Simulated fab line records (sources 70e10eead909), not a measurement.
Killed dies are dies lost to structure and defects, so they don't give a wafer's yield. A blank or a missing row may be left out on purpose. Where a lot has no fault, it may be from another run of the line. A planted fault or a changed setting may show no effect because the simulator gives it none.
Chamber matching    flow nandHarc    NHARC_A_SGD_CUT_ETCHBACK_24 on rieDiel-06: 4 sister chambers
The step etches the open film in CH3F/O2, target depth 50 nm, time 92.857 s. 4 wafers are shown with their chamber, then 8 later ones without.

== WAFERS, EACH WITH ITS CHAMBER ==
wafer   chamber  drypumpMotorCurrentA (A)
L087.6  2        6.5
L088.3  1        5.6
L088.5  3        5.2
L091.2  0        5.0

== WAFERS WITHOUT THEIR CHAMBER ==
wafer   drypumpMotorCurrentA (A)
L091.3  6.5
L091.4  5.2
L092.4  5.7
L092.5  6.5
L092.6  5.2
L094.1  5.0
L094.2  5.7
L094.3  5.2

== EACH ONE'S CHAMBER ==
wafer   from the rows above  in truth
L091.3  2                    2
L091.4  3                    3
L092.4  1                    1
L092.5  2                    2
L092.6  3                    3
L094.1  0                    0
L094.2  1                    1
L094.3  3                    3
Correctly placed: 8 of 8. Left unplaced by these rows: 0. 0 placed wrongly.
How it was worked out, from the rows above alone: a wafer's distance from a chamber is the root of the sum, over the readings, of the square of ((its reading less the chamber's mean) divided by the reading's scatter). If the next closest chamber is less than 2 further off than the closest, the wafer can't be placed; otherwise it belongs to the closest. A chamber's mean is the mean of its shown wafers. The scatter: root of mean squared gap, hidden wafer to nearest shown wafer, with one shown wafer a chamber.
